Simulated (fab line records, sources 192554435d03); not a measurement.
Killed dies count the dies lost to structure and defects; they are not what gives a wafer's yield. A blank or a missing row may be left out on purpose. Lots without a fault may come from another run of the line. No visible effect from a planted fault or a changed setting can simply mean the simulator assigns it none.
3 desks looking at one fault | flow n5_finfet | only its own numbers are on each desk; what lay behind them is given at the end
Where a reading is given only as a bound, like >300, the bound stands for it, and a mean or a difference that rests on one is marked > or <: the true number lies beyond.

AT THE TOOL OWNER'S DESK: epi_rpcvd-04
The tool's own readings at N5_SD_EPI_N_PRECLEAN_48 (cleans in NF3:NH3, afs cycles 2, time 20 s, sublimation time 60 s): means of the sampled wafers that have a number, for each lot that ran on this tool. Marked OUT: a lot whose mean sits more than 4 standard deviations from the usual mean, which makes it out of limits; the brackets give that distance.
Columns: A = chamber_pressure_Torr at N5_SD_EPI_N_PRECLEAN_48, usual 3.000 Torr
lot  | first seen here | A
L539 | day 3 01:41     | 3.002
L545 | day 4 14:29     | 3.005
L547 | day 5 05:37     | 2.996
L549 | day 5 13:37     | 3.000
This desk found nothing out of limits on any of the 4 lots.

THE DEFECT DESK
For each lot, the counts of the inspections along the route, averaged over the sampled wafers that have a number. Marked OUT: a lot whose mean sits more than 4 standard deviations from the usual mean, which makes it out of limits; the brackets give that distance.
Columns: A = raw_defect_count at N5_SD_EPI_N_INSPECT_26, usual 216; B = raw_defect_count at N5_SD_EPI_P_INSPECT_11, usual 2.0; C = raw_defect_count at N5_SD_EPI_P_INSPECT_26, usual 182
lot  | first seen here | A             | B                      | C
L539 | day 3 04:29     | 253           | 2.0                    | 196
L545 | day 4 17:52     | 223           | 3.0                    | 164
L547 | day 5 08:26     | 800 (+15) OUT | >300 (+99 or more) OUT | 725 (+16) OUT
L549 | day 5 16:29     | 748 (+14) OUT | >300 (+99 or more) OUT | 720 (+15) OUT
L552 | day 6 12:15     | 250           | 1.5                    | 185
L556 | day 7 10:32     | 274           | 2.7                    | 258
L560 | day 8 09:47     | 187           | 3.3                    | 143
L562 | day 9 03:24     | 228           | 2.3                    | 196
Finding of this desk: L547, L549 out of limits; the first was L547 at day 5 08:26, on raw_defect_count at N5_SD_EPI_N_INSPECT_26. In limits: L539, L545, L552, L556, L560, L562.

FROM THE METROLOGY DESK
What the gauges read for every lot (on any tool): the sampled wafers with a number, averaged. Marked OUT: a lot whose mean sits more than 4 standard deviations from the usual mean, which makes it out of limits; the brackets give that distance. Of its 10 readings 7 are shown: those that lie furthest out on some lot.
Columns: A = DIBL_N at N5_BEOL_M4_RC_MEAS_101, usual 36.0 mV/V; B = DIBL_P at N5_BEOL_M4_RC_MEAS_101, usual 35.8 mV/V; C = IOFF_P at N5_BEOL_M4_RC_MEAS_101, usual 0.20 nA/um; D = ION_N at N5_BEOL_M4_RC_MEAS_101, usual 670 uA/um; E = ION_P at N5_BEOL_M4_RC_MEAS_101, usual 459 uA/um; F = SS_P at N5_BEOL_M4_RC_MEAS_101, usual 73.2 mV/dec; G = VT_P at N5_BEOL_M4_RC_MEAS_101, usual -252 mV
lot  | first seen here | A    | B    | C    | D   | E   | F    | G
L539 | day 9 08:02     | 36.0 | 36.2 | 0.22 | 673 | 464 | 73.7 | -246
L545 | day 10 23:28    | 35.8 | 36.0 | 0.19 | 666 | 453 | 73.4 | -252
L547 | day 11 05:56    | 35.3 | 34.4 | 0.16 | 655 | 446 | 72.5 | -256
L549 | day 11 12:44    | 35.7 | 36.0 | 0.17 | 669 | 457 | 72.8 | -257
L552 | day 11 22:16    | 37.0 | 38.2 | 0.21 | 672 | 456 | 73.5 | -253
L556 | day 13 03:50    | 36.0 | 33.8 | 0.17 | 673 | 453 | 72.6 | -255
L560 | day 14 03:56    | 36.6 | 37.4 | 0.19 | 664 | 450 | 73.6 | -252
L562 | day 15 11:20    | 33.1 | 32.2 | 0.14 | 648 | 446 | 72.2 | -257
This desk found nothing out of limits on any of the 8 lots.

BROUGHT TOGETHER
The defect desk could have raised an alarm at day 5 08:26, on L547, L549.
Nothing out of limits was seen by the tool owner's desk.
Nothing out of limits was seen by the metrology desk.
On record at the tool owner's desk: L547, L549, within its limits.
The metrology desk has L547, L549 on record, within its limits.
The lots listed all ran N5_SD_EPI_N_PRECLEAN_48 on epi_rpcvd-04.

WHAT HAD BEEN PUT IN BY THE SIMULATOR
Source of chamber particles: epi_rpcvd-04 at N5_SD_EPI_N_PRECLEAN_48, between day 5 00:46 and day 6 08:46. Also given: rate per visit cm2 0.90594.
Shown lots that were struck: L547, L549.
Hours from the fault's start to each desk's first reading out of limits: the defect desk, 8.
